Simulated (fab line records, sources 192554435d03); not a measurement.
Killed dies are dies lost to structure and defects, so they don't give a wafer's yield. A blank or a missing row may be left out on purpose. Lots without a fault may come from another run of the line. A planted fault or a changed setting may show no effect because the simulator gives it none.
Which tool did it? | flow n5_finfet | 10 lots, 28 wafers sampled, at 6 steps of a route of 1938

WHAT THE GAUGES READ, wafer by wafer
N5_BEOL_M4_RC_MEAS_101. Usual: DIBL_N 36.5 mV/V, standard deviation 2.1; DIBL_P 36.6 mV/V, standard deviation 2.6; IOFF_N 0.17 nA/um, standard deviation 0.044; IOFF_P 0.21 nA/um, standard deviation 0.048; ION_N 674 uA/um, standard deviation 17; ION_P 462 uA/um, standard deviation 9.5; SS_N 71.6 mV/dec, standard deviation 0.77; SS_P 73.5 mV/dec, standard deviation 0.72; VT_N 250 mV, standard deviation 4.2; VT_P -250 mV, standard deviation 3.9.
lot  | measured     | on        | DIBL_N (mV/V)  | DIBL_P (mV/V)  | IOFF_N (nA/um) | IOFF_P (nA/um) | ION_N (uA/um) | ION_P (uA/um) | SS_N (mV/dec)  | SS_P (mV/dec)  | VT_N (mV)   | VT_P (mV)      | flag
L102 | day 10 06:04 | prober-01 | 41.7 34.2 40.5 | 40.4 32.3 40.5 | 0.31 0.13 0.29 | 0.35 0.19 0.34 | 707 678 703   | 476 467 475   | 73.8 70.7 72.2 | 74.9 72.7 74.8 | 241 251 241 | -242 -250 -243 |
L100 | day 10 08:25 | prober-02 | 34.9 37.0      | 33.9 37.6      | 0.13 0.17      | 0.17 0.22      | 671 684       | 460 468       | 70.6 71.1      | 73.4 74.7      | 255 248     | -254 -252      |
L101 | day 10 11:35 | prober-02 | 37.2 40.6 39.5 | 37.7 42.3 40.8 | 0.14 0.24 0.20 | 0.20 0.28 0.25 | 667 706 685   | 462 478 465   | 71.1 72.4 72.2 | 73.0 74.4 74.3 | 253 241 248 | -253 -245 -247 |
L106 | day 11 10:42 | prober-02 | 35.6 36.0 32.7 | 36.7 35.2 32.9 | 0.16 0.15 0.11 | 0.20 0.17 0.16 | 667 651 653   | 461 445 454   | 71.5 72.3 70.0 | 73.4 73.0 73.2 | 247 253 254 | -250 -253 -254 |
L107 | day 11 12:14 | prober-01 | 36.6 36.9      | 35.0 35.7      | 0.16 0.18      | 0.21 0.22      | 691 697       | 467 473       | 71.0 71.7      | 73.7 73.7      | 253 249     | -253 -250      |
L105 | day 11 17:02 | prober-02 | 35.0 42.0 34.9 | 34.2 43.0 33.9 | 0.13 0.28 0.13 | 0.15 0.29 0.16 | 644 704 676   | 440 470 457   | 71.1 73.0 71.1 | 72.1 74.2 73.0 | 253 241 249 | -258 -251 -253 |
L104 | day 11 21:37 | prober-01 | 39.1 37.9 34.6 | 39.4 39.1 33.8 | 0.21 0.18 0.12 | 0.24 0.23 0.17 | 694 666 664   | 469 461 457   | 72.9 72.4 70.8 | 74.1 73.7 73.6 | 247 250 255 | -248 -251 -254 |
L108 | day 12 06:16 | prober-01 | 37.4 37.1 35.6 | 37.5 36.5 34.6 | 0.16 0.14 0.12 | 0.22 0.21 0.18 | 680 658 665   | 464 465 464   | 71.7 72.3 71.1 | 73.9 73.2 72.7 | 251 254 255 | -249 -248 -251 |
L120 | day 15 03:29 | prober-02 | 34.4 36.6 37.4 | 33.6 36.6 37.9 | 0.13 0.17 0.18 | 0.17 0.22 0.24 | 667 691 679   | 457 472 468   | 70.5 71.7 71.6 | 72.3 73.8 73.5 | 250 249 250 | -251 -248 -246 |
L121 | day 15 13:25 | prober-01 | 34.9 37.3 35.3 | 36.2 38.6 35.4 | 0.12 0.16 0.13 | 0.17 0.21 0.16 | 664 671 666   | 459 469 453   | 71.3 71.8 71.5 | 73.3 74.0 72.8 | 257 252 255 | -256 -251 -258 |

N5_BEOL_M9_INSPECT_30: inspects for defects (brightfield). Usual: raw_defect_count 427, standard deviation 92.
lot  | measured     | on                | raw_defect_count | flag
L102 | day 12 03:28 | defect_inspect-01 | 487 524 608      |
L100 | day 12 06:41 | defect_inspect-02 | 419 408          |
L101 | day 12 10:02 | defect_inspect-02 | 444 536 529      |
L106 | day 13 06:47 | defect_inspect-02 | 593 491 521      |
L107 | day 13 03:11 | defect_inspect-01 | 302 437          |
L105 | day 14 00:16 | defect_inspect-01 | 344 422 384      |
L104 | day 13 13:15 | defect_inspect-01 | 517 349 311      |
L108 | day 14 04:28 | defect_inspect-02 | 463 457 479      |
L120 | day 17 02:58 | defect_inspect-02 | 417 256 452      |
L121 | day 17 11:28 | defect_inspect-02 | 344 443 408      |

N5_BEOL_M10_THK_MEAS_01. Usual: M10_ILD_THK 269 nm, standard deviation 4.4.
lot  | measured     | on            | M10_ILD_THK (nm) | flag
L102 | day 12 07:29 | film_metro-01 | 270 267 273      |
L100 | day 12 10:29 | film_metro-01 | 266 271          |
L101 | day 12 14:20 | film_metro-02 | 261 265 268      |
L106 | day 13 10:28 | film_metro-02 | 265 268 264      |
L107 | day 13 07:11 | film_metro-01 | 264 274          |
L105 | day 14 04:10 | film_metro-02 | 269 269 271      |
L104 | day 13 17:17 | film_metro-01 | 266 265 272      |
L108 | day 14 08:08 | film_metro-02 | 265 269 267      |
L120 | day 17 07:07 | film_metro-02 | 220 222 269      | OFF
L121 | day 17 19:11 | film_metro-02 | 267 271 274      |

WHICH TOOL RAN EACH LOT (tool, then ch and the chambers of the sampled wafers, then the start)
lot  | N5_BEOL_M9_DEGAS_44          | N5_BEOL_M9_DEP_56             | N5_BEOL_M10_ILD_DEP_00
L102 | pvd_sputter-02, day 12 04:46 | pecvd-03 ch 0,1, day 12 06:45 | pecvd-04 ch 1,2, day 12 06:53
L100 | pvd_sputter-02, day 12 08:00 | pecvd-03 ch 1,2, day 12 09:47 | pecvd-01 ch 0,2, day 12 09:55
L101 | pvd_sputter-02, day 12 12:10 | pecvd-01 ch 0,2, day 12 13:36 | pecvd-01 ch 0,1,2, day 12 13:44
L106 | pvd_sputter-03, day 13 08:04 | pecvd-03 ch 0,1, day 13 09:33 | pecvd-04 ch 1,2, day 13 09:52
L107 | pvd_sputter-03, day 13 04:18 | pecvd-01 ch 0,1, day 13 06:28 | pecvd-01 ch 1,2, day 13 06:35
L105 | pvd_sputter-03, day 14 01:17 | pecvd-03 ch 1,2, day 14 03:25 | pecvd-04 ch 1,2, day 14 03:34
L104 | pvd_sputter-03, day 13 14:38 | pecvd-03 ch 0,2, day 13 16:34 | pecvd-03 ch 0,1,2, day 13 16:42
L108 | pvd_sputter-01, day 14 05:54 | pecvd-02 ch 1,2, day 14 07:23 | pecvd-03 ch 1,2, day 14 07:31
L120 | pvd_sputter-01, day 17 03:59 | pecvd-01 ch 0,1, day 17 05:37 | pecvd-04 ch 0,2, day 17 05:45
L121 | pvd_sputter-02, day 17 16:54 | pecvd-01 ch 0,2, day 17 18:27 | pecvd-01 ch 0,1,2, day 17 18:35
- N5_BEOL_M9_DEGAS_44: time 60 s.
- N5_BEOL_M9_DEP_56: deposits SiCN from 3MS/NH3, target thk 15 nm, time 26.5 s.
- N5_BEOL_M10_ILD_DEP_00: deposits SiCOH lowk from DEMS/porogen, target thk 308.51 nm, time 58 s.

WHAT THE TOOLS THEMSELVES READ (means of the sampled wafers that have a number; where no wafer has one, the mark that the record gives instead)
N5_BEOL_M9_DEGAS_44. Usual: heater_power_w 329 W, standard deviation 22.
lot  | tool           | heater_power_w (W) | flag
L102 | pvd_sputter-02 | 331                |
L100 | pvd_sputter-02 | 302                |
L101 | pvd_sputter-02 | 327                |
L106 | pvd_sputter-03 | 339                |
L107 | pvd_sputter-03 | 333                |
L105 | pvd_sputter-03 | 340                |
L104 | pvd_sputter-03 | 314                |
L108 | pvd_sputter-01 | 345                |
L120 | pvd_sputter-01 | 337                |
L121 | pvd_sputter-02 | 305                |

N5_BEOL_M9_DEP_56. Usual: showerhead_plenum_p_Torr 3.668 Torr, standard deviation 0.01; throttle_valve_pct 9.1 %, standard deviation 0.58.
lot  | tool     | showerhead_plenum_p_Torr (Torr) | throttle_valve_pct (%) | flag
L102 | pecvd-03 | 3.680                           | 9.9                    |
L100 | pecvd-03 | 3.667                           | 8.6                    |
L101 | pecvd-01 | 3.667                           | 9.3                    |
L106 | pecvd-03 | 3.678                           | 9.9                    |
L107 | pecvd-01 | 3.663                           | 9.3                    |
L105 | pecvd-03 | 3.663                           | 8.8                    |
L104 | pecvd-03 | 3.669                           | 10.0                   |
L108 | pecvd-02 | 3.671                           | 8.9                    |
L120 | pecvd-01 | 3.661                           | 9.4                    |
L121 | pecvd-01 | 3.665                           | 8.9                    |

N5_BEOL_M10_ILD_DEP_00. Usual: heater_power_w 331 W, standard deviation 71; showerhead_plenum_p_Torr 5.740 Torr, standard deviation 0.02; throttle_valve_pct 14.3 %, standard deviation 1.1.
lot  | tool     | heater_power_w (W) | showerhead_plenum_p_Torr (Torr) | throttle_valve_pct (%) | flag
L102 | pecvd-04 | 328                | 5.718                           | 14.8                   |
L100 | pecvd-01 | 296                | 5.736                           | 13.8                   |
L101 | pecvd-01 | 281                | 5.749                           | 14.0                   |
L106 | pecvd-04 | 335                | 5.723                           | 14.7                   |
L107 | pecvd-01 | 245                | 5.732                           | 13.5                   |
L105 | pecvd-04 | 317                | 5.721                           | 14.8                   |
L104 | pecvd-03 | 396                | 5.748                           | 14.5                   |
L108 | pecvd-03 | 400                | 5.739                           | 13.6                   |
L120 | pecvd-04 | 298                | 5.738                           | 14.0                   |
L121 | pecvd-01 | 287                | 5.739                           | 14.0                   |

THE ANSWER, worked out from the rows above alone
Rule: a lot is off if the mean of its wafers that have a number lies more than 3 standard deviations from the usual mean. A lot without any number at a reading at which 4 lots or more have one is off too. The other lots that the step has rows for count as sound. The gauges are gone through in route order, then the tools' own readings, and for those a lot's mean is taken as printed above. The first step at which some lot is off is used, and at that step the reading that is off furthest; a lot without a number counts as furthest.
Off: L120, at N5_BEOL_M10_THK_MEAS_01 (M10_ILD_THK).
A tool fits if, at a process step before that reading, it ran every lot that is off, and no sound lot after the first of them. The gauges at N5_BEOL_M10_THK_MEAS_01 are tried like those tools. Can't be told from this: 2 tools fit, pvd_sputter-01 at N5_BEOL_M9_DEGAS_44, pecvd-04 at N5_BEOL_M10_ILD_DEP_00.

WHAT THE SIMULATOR HAD PUT IN
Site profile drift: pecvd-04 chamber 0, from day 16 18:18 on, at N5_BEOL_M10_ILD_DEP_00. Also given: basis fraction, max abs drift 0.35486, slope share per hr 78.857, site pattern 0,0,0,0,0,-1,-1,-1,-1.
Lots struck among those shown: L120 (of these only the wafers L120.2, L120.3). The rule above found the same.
